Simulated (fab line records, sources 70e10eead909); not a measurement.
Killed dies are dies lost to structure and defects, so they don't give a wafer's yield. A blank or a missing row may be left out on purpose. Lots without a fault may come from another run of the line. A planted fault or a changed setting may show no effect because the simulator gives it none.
Which tool did it? | flow nand_harc | 20 lots, 60 wafers sampled, at 6 steps of a route of 1302

WHAT THE GAUGES READ, wafer by wafer
The record holds no reading of a measuring or inspecting step that can be judged against a usual standard deviation.

WHICH TOOL RAN EACH LOT (tool, then ch and the chambers of the sampled wafers, then the start)
lot  | NHARC_A_STAIRCASE_TRIM_22      | NHARC_A_STAIRCASE_TRIM_26      | NHARC_A_STAIRCASE_TRIM_198     | NHARC_A_STAIRCASE_TRIM_224     | NHARC_A_STAIRCASE_TRIM_231     | NHARC_A_STAIRCASE_ETCH_232
L074 | rie_diel-01 ch 0,2,3, no start | rie_diel-01 ch 0,1, no start   | rie_diel-01 ch 1,2,3, no start | rie_diel-01 ch 0,1, no start   | rie_diel-06 ch 1,2,3, no start | rie_diel-06 ch 1,2,3, no start
L076 | rie_diel-06 ch 1,2, no start   | rie_diel-06 ch 0,2, no start   | rie_diel-01 ch 1,3, no start   | rie_diel-06 ch 0,3, no start   | rie_diel-06 ch 2,3, no start   | rie_diel-06 ch 0,1,2, no start
L077 | rie_diel-08 ch 0,1, no start   | rie_diel-08 ch 2,3, no start   | rie_diel-08 ch 0,1,2, no start | rie_diel-06 ch 0,2,3, no start | rie_diel-08 ch 0,1,2, no start | rie_diel-08 ch 0,1,2, no start
L078 | rie_diel-06 ch 2,3, no start   | rie_diel-06 ch 0,1,2, no start | rie_diel-06 ch 0,3, no start   | rie_diel-06 ch 0,3, no start   | rie_diel-08 ch 0,1,3, no start | rie_diel-08 ch 0,2,3, no start
L080 | rie_diel-01 ch 0,1,3, no start | rie_diel-01 ch 1,2,3, no start | rie_diel-08 ch 0,1,3, no start | rie_diel-01 ch 0,1,2, no start | rie_diel-08 ch 0,1,3, no start | rie_diel-08 ch 0,1,2, no start
L081 | rie_diel-06 ch 1,2, no start   | rie_diel-06 ch 1,2,3, no start | rie_diel-06 ch 0,1,2, no start | rie_diel-01 ch 1,3, no start   | rie_diel-06 ch 0,3, no start   | rie_diel-06 ch 0,2,3, no start
L082 | rie_diel-06 ch 0,3, no start   | rie_diel-06 ch 1,2, no start   | rie_diel-01 ch 0,2,3, no start | rie_diel-01 ch 0,1,2, no start | rie_diel-01 ch 0,1,2, no start | rie_diel-01 ch 0,1,3, no start
L083 | rie_diel-01 ch 1,2, no start   | rie_diel-01 ch 0,2,3, no start | rie_diel-06 ch 0,1,2, no start | rie_diel-06 ch 0,1, no start   | rie_diel-08 ch 0,2,3, no start | rie_diel-08 ch 2,3, no start
L085 | rie_diel-08 ch 0,2,3, no start | rie_diel-08 ch 0,2,3, no start | rie_diel-06 ch 0,1,2, no start | rie_diel-01 ch 0,1,2, no start | rie_diel-01 ch 0,2,3, no start | rie_diel-01 ch 0,1,3, no start
L084 | rie_diel-01 ch 0,3, no start   | rie_diel-01 ch 0,1,3, no start | rie_diel-06 ch 1,3, no start   | rie_diel-06 ch 0,3, no start   | rie_diel-01 ch 1,3, no start   | rie_diel-01 ch 1,2,3, no start
L088 | rie_diel-01 ch 2,3, no start   | rie_diel-01 ch 1,2,3, no start | rie_diel-08 ch 2,3, no start   | rie_diel-01 ch 0,1,3, no start | rie_diel-06 ch 0,1,2, no start | rie_diel-06 ch 1,3, no start
L087 | rie_diel-06 ch 0,1,3, no start | rie_diel-06 ch 0,1,3, no start | rie_diel-08 ch 1,2,3, no start | rie_diel-01 ch 2,3, no start   | rie_diel-06 ch 0,1,3, no start | rie_diel-06 ch 0,2,3, no start
L089 | rie_diel-01 ch 2,3, no start   | rie_diel-01 ch 0,1,2, no start | rie_diel-01 ch 2,3, no start   | rie_diel-01 ch 1,3, no start   | rie_diel-01 ch 0,3, no start   | rie_diel-01 ch 1,2,3, no start
L091 | rie_diel-08 ch 0,1, no start   | rie_diel-08 ch 0,2, no start   | rie_diel-08 ch 0,1,3, no start | rie_diel-08 ch 0,2,3, no start | rie_diel-08 ch 1,2, no start   | rie_diel-08 ch 0,1,2, no start
L092 | rie_diel-08 ch 1,2,3, no start | rie_diel-08 ch 0,1,3, no start | rie_diel-06 ch 0,1,3, no start | rie_diel-06 ch 0,1,3, no start | rie_diel-01 ch 1,2,3, no start | rie_diel-01 ch 0,1,2, no start
L093 | rie_diel-06 ch 0,1,3, no start | rie_diel-06 ch 0,1, no start   | rie_diel-06 ch 0,1,3, no start | rie_diel-06 ch 0,2, no start   | rie_diel-01 ch 2,3, no start   | rie_diel-01 ch 0,2, no start
L094 | rie_diel-06 ch 0,3, no start   | rie_diel-06 ch 1,2, no start   | rie_diel-08 ch 0,1,3, no start | rie_diel-08 ch 1,2, no start   | rie_diel-06 ch 0,1,3, no start | rie_diel-06 ch 0,2,3, no start
L096 | rie_diel-06 ch 0,1,2, no start | rie_diel-06 ch 0,1,3, no start | rie_diel-06 ch 0,1,2, no start | rie_diel-01 ch 1,2,3, no start | rie_diel-01 ch 0,2,3, no start | rie_diel-01 ch 0,2,3, no start
L095 | rie_diel-08 ch 0,1,2, no start | rie_diel-08 ch 0,2,3, no start | rie_diel-01 ch 1,3, no start   | rie_diel-06 ch 0,1, no start   | rie_diel-06 ch 0,1, no start   | rie_diel-06 ch 1,2,3, no start
L097 | rie_diel-08 ch 0,1,2, no start | rie_diel-08 ch 0,1, no start   | rie_diel-08 ch 0,1,3, no start | rie_diel-08 ch 0,1, no start   | rie_diel-06 ch 0,2,3, no start | rie_diel-06 ch 0,1,2, no start
- NHARC_A_STAIRCASE_TRIM_22: chemistry O2, time 211.2 s.
- NHARC_A_STAIRCASE_TRIM_26: chemistry O2, time 211.2 s.
- NHARC_A_STAIRCASE_TRIM_198: chemistry O2, time 211.2 s.
- NHARC_A_STAIRCASE_TRIM_224: chemistry O2, time 211.2 s.
- NHARC_A_STAIRCASE_TRIM_231: chemistry O2, time 211.2 s.
- NHARC_A_STAIRCASE_ETCH_232: etches the open film in C4F8/O2, target depth 100 nm, time 40.5 s.

WHAT THE TOOLS THEMSELVES READ (means of the sampled wafers that have a number; where no wafer has one, the mark that the record gives instead)
NHARC_A_STAIRCASE_TRIM_22.
lot  | tool        | drypump_motor_current_A (A) | o2_flow_sccm (sccm) | oes_product_au (a.u.) | rf_vpp_V (V) | showerhead_plenum_p_Torr (Torr) | throttle_valve_pct (%)
L074 | rie_diel-01 | 5.8                         | 499.6               | 1.004                 | 58.2         | 3.51                            | 17.030
L076 | rie_diel-06 | 5.0                         | 501.2               | 1.000                 | 58.7         | 3.61                            | 17.031
L077 | rie_diel-08 | 5.0                         | 500.2               | 1.007                 | 59.1         | 3.49                            | 17.037
L078 | rie_diel-06 | 4.9                         | 499.9               | 1.010                 | 57.5         | 3.30                            | 17.035
L080 | rie_diel-01 | 5.9                         | 499.5               | 1.006                 | 57.7         | 3.42                            | 17.031
L081 | rie_diel-06 | 4.9                         | 498.1               | 0.997                 | 58.0         | 3.44                            | 17.038
L082 | rie_diel-06 | 5.4                         | 501.9               | 1.012                 | 58.3         | 3.30                            | 17.035
L083 | rie_diel-01 | 6.2                         | 500.1               | 0.997                 | 57.2         | 3.45                            | 17.028
L085 | rie_diel-08 | 5.0                         | 500.4               | 1.000                 | 58.2         | 3.50                            | 17.032
L084 | rie_diel-01 | 5.5                         | 500.1               | 1.007                 | 57.6         | 3.42                            | 17.034
L088 | rie_diel-01 | 5.8                         | 500.0               | 0.994                 | 57.8         | 3.53                            | 17.036
L087 | rie_diel-06 | 5.2                         | 498.5               | 1.003                 | 58.8         | 3.62                            | 17.041
L089 | rie_diel-01 | 5.6                         | 500.2               | 1.003                 | 57.0         | 3.45                            | 17.035
L091 | rie_diel-08 | 5.0                         | 499.7               | 1.004                 | 57.4         | 3.47                            | 17.044
L092 | rie_diel-08 | 5.0                         | 498.9               | 0.999                 | 57.7         | 3.54                            | 17.034
L093 | rie_diel-06 | 5.3                         | 500.4               | 1.006                 | 58.2         | 3.61                            | 17.039
L094 | rie_diel-06 | 5.5                         | 501.3               | 1.007                 | 57.9         | 3.62                            | 17.045
L096 | rie_diel-06 | 5.2                         | 499.9               | 1.003                 | 57.7         | 3.77                            | 17.040
L095 | rie_diel-08 | 4.9                         | 500.6               | 0.999                 | 57.1         | 3.41                            | 17.041
L097 | rie_diel-08 | 4.9                         | 500.4               | 1.004                 | 57.8         | 3.41                            | 17.033

NHARC_A_STAIRCASE_TRIM_26.
lot  | tool        | drypump_motor_current_A (A) | o2_flow_sccm (sccm) | oes_product_au (a.u.) | rf_vpp_V (V) | showerhead_plenum_p_Torr (Torr) | throttle_valve_pct (%)
L074 | rie_diel-01 | 6.1                         | 500.6               | 1.003                 | 57.8         | 3.47                            | 17.032
L076 | rie_diel-06 | 5.1                         | 498.8               | 1.002                 | 57.2         | 3.29                            | 17.044
L077 | rie_diel-08 | 5.1                         | 499.7               | 0.984                 | 58.1         | 3.65                            | 17.040
L078 | rie_diel-06 | 5.2                         | 500.5               | 0.996                 | 57.4         | 3.45                            | 17.041
L080 | rie_diel-01 | 5.9                         | 500.1               | 0.997                 | 57.6         | 3.46                            | 17.030
L081 | rie_diel-06 | 5.0                         | 498.7               | 1.000                 | 58.1         | 3.45                            | 17.039
L082 | rie_diel-06 | 4.9                         | 500.3               | 1.001                 | 57.6         | 3.44                            | 17.034
L083 | rie_diel-01 | 5.8                         | 500.8               | 0.999                 | 57.3         | 3.49                            | 17.034
L085 | rie_diel-08 | 5.0                         | 500.0               | 0.998                 | 58.2         | 3.50                            | 17.035
L084 | rie_diel-01 | 5.8                         | 500.0               | 1.002                 | 57.2         | 3.41                            | 17.035
L088 | rie_diel-01 | 6.0                         | 499.5               | 0.995                 | 58.0         | 3.45                            | 17.030
L087 | rie_diel-06 | 5.3                         | 500.5               | 1.003                 | 58.5         | 3.62                            | 17.044
L089 | rie_diel-01 | 6.1                         | 500.5               | 1.000                 | 56.5         | 3.48                            | 17.037
L091 | rie_diel-08 | 5.0                         | 500.6               | 1.014                 | 57.5         | 3.37                            | 17.042
L092 | rie_diel-08 | 5.1                         | 499.7               | 0.994                 | 58.2         | 3.55                            | 17.034
L093 | rie_diel-06 | 5.5                         | 501.0               | 1.002                 | 58.2         | 3.78                            | 17.030
L094 | rie_diel-06 | 5.1                         | 499.4               | 0.996                 | 59.0         | 3.75                            | 17.028
L096 | rie_diel-06 | 5.3                         | 501.7               | 1.003                 | 58.4         | 3.60                            | 17.032
L095 | rie_diel-08 | 5.0                         | 499.5               | 1.002                 | 57.9         | 3.49                            | 17.038
L097 | rie_diel-08 | 5.0                         | 498.7               | 0.989                 | 57.4         | 3.42                            | 17.039

NHARC_A_STAIRCASE_TRIM_198.
lot  | tool        | drypump_motor_current_A (A) | o2_flow_sccm (sccm) | oes_product_au (a.u.) | rf_vpp_V (V) | showerhead_plenum_p_Torr (Torr) | throttle_valve_pct (%)
L074 | rie_diel-01 | 5.9                         | 499.5               | 1.000                 | 58.4         | 3.47                            | 17.041
L076 | rie_diel-01 | 6.0                         | 499.1               | 1.012                 | 56.8         | 3.39                            | 17.039
L077 | rie_diel-08 | 4.9                         | 498.8               | 1.010                 | 58.3         | 3.44                            | 17.041
L078 | rie_diel-06 | 5.2                         | 501.3               | 1.008                 | 56.8         | 3.31                            | 17.040
L080 | rie_diel-08 | 5.1                         | 500.4               | 1.004                 | 57.8         | 3.57                            | 17.035
L081 | rie_diel-06 | 5.2                         | 499.0               | 0.996                 | 58.3         | 3.44                            | 17.044
L082 | rie_diel-01 | 5.8                         | 499.9               | 1.005                 | 57.6         | 3.49                            | 17.042
L083 | rie_diel-06 | 5.2                         | 498.1               | 1.005                 | 56.7         | 3.44                            | 17.031
L085 | rie_diel-06 | 5.2                         | 499.2               | 0.990                 | 57.6         | 3.44                            | 17.038
L084 | rie_diel-06 | 5.1                         | 499.1               | 0.997                 | 57.7         | 3.60                            | 17.037
L088 | rie_diel-08 | 5.1                         | 500.4               | 0.991                 | 57.9         | 3.62                            | 17.040
L087 | rie_diel-08 | 5.0                         | 500.8               | 1.002                 | 58.3         | 3.54                            | 17.039
L089 | rie_diel-01 | 5.6                         | 499.0               | 1.001                 | 58.0         | 3.45                            | 17.029
L091 | rie_diel-08 | 5.1                         | 499.4               | 1.001                 | 57.9         | 3.55                            | 17.034
L092 | rie_diel-06 | 5.3                         | 500.9               | 0.995                 | 57.8         | 3.61                            | 17.038
L093 | rie_diel-06 | 5.3                         | 501.9               | 0.999                 | 58.1         | 3.61                            | 17.033
L094 | rie_diel-08 | 5.1                         | 500.5               | 0.994                 | 58.8         | 3.54                            | 17.032
L096 | rie_diel-06 | 5.2                         | 499.2               | 1.003                 | 59.0         | 3.77                            | 17.047
L095 | rie_diel-01 | 5.6                         | 499.0               | 1.004                 | 57.9         | 3.36                            | 17.037
L097 | rie_diel-08 | 5.1                         | 500.4               | 0.996                 | 58.2         | 3.54                            | 17.037

NHARC_A_STAIRCASE_TRIM_224.
lot  | tool        | drypump_motor_current_A (A) | o2_flow_sccm (sccm) | oes_product_au (a.u.) | rf_vpp_V (V) | showerhead_plenum_p_Torr (Torr) | throttle_valve_pct (%)
L074 | rie_diel-01 | 6.1                         | 499.5               | 1.008                 | 57.5         | 3.46                            | 17.039
L076 | rie_diel-06 | 5.2                         | 500.3               | 1.013                 | 56.9         | 3.31                            | 17.038
L077 | rie_diel-06 | 5.2                         | 498.9               | 1.007                 | 57.7         | 3.30                            | 17.038
L078 | rie_diel-06 | 5.4                         | 498.8               | 1.015                 | 57.3         | 3.31                            | 17.021
L080 | rie_diel-01 | 6.1                         | 500.7               | 0.993                 | 58.2         | 3.50                            | 17.035
L081 | rie_diel-01 | 5.6                         | 500.3               | 1.003                 | 57.2         | 3.39                            | 17.030
L082 | rie_diel-01 | 6.1                         | 500.0               | 0.990                 | 57.1         | 3.49                            | 17.043
L083 | rie_diel-06 | 5.3                         | 499.8               | 0.994                 | 57.9         | 3.60                            | 17.033
L085 | rie_diel-01 | 6.1                         | 501.0               | 0.994                 | 58.1         | 3.49                            | 17.036
L084 | rie_diel-06 | 5.4                         | 500.8               | 0.999                 | 57.8         | 3.29                            | 17.045
L088 | rie_diel-01 | 5.9                         | 500.1               | 0.996                 | 56.6         | 3.41                            | 17.039
L087 | rie_diel-01 | 5.8                         | 499.0               | 0.995                 | 57.7         | 3.52                            | 17.038
L089 | rie_diel-01 | 6.0                         | 501.1               | 1.002                 | 57.1         | 3.37                            | 17.039
L091 | rie_diel-08 | 5.0                         | 500.6               | 0.996                 | 57.4         | 3.49                            | 17.037
L092 | rie_diel-06 | 5.3                         | 499.7               | 1.002                 | 57.7         | 3.61                            | 17.044
L093 | rie_diel-06 | 5.1                         | 500.0               | 1.005                 | 58.6         | 3.80                            | 17.037
L094 | rie_diel-08 | 4.9                         | 500.5               | 0.995                 | 57.7         | 3.45                            | 17.042
L096 | rie_diel-01 | 5.9                         | 500.6               | 1.003                 | 57.4         | 3.43                            | 17.036
L095 | rie_diel-06 | 5.5                         | 500.9               | 0.997                 | 58.0         | 3.77                            | 17.039
L097 | rie_diel-08 | 5.0                         | 499.0               | 0.995                 | 58.1         | 3.46                            | 17.041

NHARC_A_STAIRCASE_TRIM_231.
lot  | tool        | drypump_motor_current_A (A) | o2_flow_sccm (sccm) | oes_product_au (a.u.) | rf_vpp_V (V) | showerhead_plenum_p_Torr (Torr) | throttle_valve_pct (%)
L074 | rie_diel-06 | 5.0                         | 498.3               | 1.010                 | 57.4         | 3.46                            | 17.035
L076 | rie_diel-06 | 4.9                         | 500.0               | 1.009                 | 56.7         | 3.30                            | 17.036
L077 | rie_diel-08 | 4.9                         | 499.9               | 0.995                 | 57.6         | 3.44                            | 17.037
L078 | rie_diel-08 | 5.1                         | 500.9               | 0.989                 | 58.0         | 3.57                            | 17.043
L080 | rie_diel-08 | 5.1                         | 499.8               | 0.999                 | 57.6         | 3.57                            | 17.029
L081 | rie_diel-06 | 5.4                         | 499.8               | 1.006                 | 57.3         | 3.30                            | 17.038
L082 | rie_diel-01 | 6.1                         | 499.6               | 0.999                 | 57.5         | 3.49                            | 17.034
L083 | rie_diel-08 | 5.0                         | 500.4               | 0.995                 | 57.8         | 3.50                            | 17.037
L085 | rie_diel-01 | 5.8                         | 500.9               | 1.002                 | 57.2         | 3.49                            | 17.036
L084 | rie_diel-01 | 6.0                         | 500.4               | 0.997                 | 57.5         | 3.37                            | 17.031
L088 | rie_diel-06 | 5.2                         | 502.2               | 1.001                 | 59.3         | 3.79                            | 17.031
L087 | rie_diel-06 | 5.3                         | 500.5               | 1.004                 | 57.7         | 3.62                            | 17.040
L089 | rie_diel-01 | 5.6                         | 499.5               | 1.006                 | 57.8         | 3.41                            | 17.044
L091 | rie_diel-08 | 4.9                         | 499.6               | 0.999                 | 57.8         | 3.46                            | 17.035
L092 | rie_diel-01 | 5.9                         | 501.2               | 0.996                 | 57.1         | 3.44                            | 17.037
L093 | rie_diel-01 | 5.6                         | 498.9               | 0.995                 | 57.3         | 3.44                            | 17.030
L094 | rie_diel-06 | 5.3                         | 499.3               | 1.004                 | 57.8         | 3.60                            | 17.037
L096 | rie_diel-01 | 5.8                         | 499.5               | 0.995                 | 57.5         | 3.47                            | 17.036
L095 | rie_diel-06 | 5.5                         | 497.5               | 0.998                 | 59.6         | 3.77                            | 17.031
L097 | rie_diel-06 | 5.1                         | 501.0               | 1.001                 | 58.3         | 3.62                            | 17.033

NHARC_A_STAIRCASE_ETCH_232.
lot  | tool        | oes_product_au (a.u.) | rf_vpp_V (V)
L074 | rie_diel-06 | 0.943                 | 893
L076 | rie_diel-06 | 0.937                 | 893
L077 | rie_diel-08 | 0.935                 | 893
L078 | rie_diel-08 | 0.935                 | 896
L080 | rie_diel-08 | 0.944                 | 892
L081 | rie_diel-06 | 0.963                 | 888
L082 | rie_diel-01 | 0.957                 | 892
L083 | rie_diel-08 | 0.943                 | 895
L085 | rie_diel-01 | 0.944                 | 892
L084 | rie_diel-01 | 0.930                 | 893
L088 | rie_diel-06 | 0.957                 | 893
L087 | rie_diel-06 | 0.958                 | 900
L089 | rie_diel-01 | 0.940                 | 893
L091 | rie_diel-08 | 0.939                 | 892
L092 | rie_diel-01 | 0.932                 | 894
L093 | rie_diel-01 | 0.948                 | 896
L094 | rie_diel-06 | 0.963                 | 900
L096 | rie_diel-01 | 0.948                 | 893
L095 | rie_diel-06 | 0.941                 | 898
L097 | rie_diel-06 | 0.953                 | 904

THE ANSWER, worked out from the rows above alone
Rule: what is usual is taken from the lots themselves. Put in order of their means at a reading, lots are off if they are a third of the lots or fewer, leave a main group of 4 or more, and stand apart from it by a gap of 3 or more times the standard deviation of the main group's means; of several such gaps the widest counts. A main group whose means are all the same, to the digits that the tables above print for the reading, isn't used. A lot without any number at a reading at which 4 lots or more have one is off too. The other lots that the step has rows for count as sound. The gauges are gone through in route order, then the tools' own readings, and for those a lot's mean is taken as printed above. The first step at which some lot is off is used, and at that step the reading that is off furthest; a lot without a number counts as furthest.
No lot is off at any reading shown: from this, nothing can be told.

WHAT THE SIMULATOR HAD PUT IN
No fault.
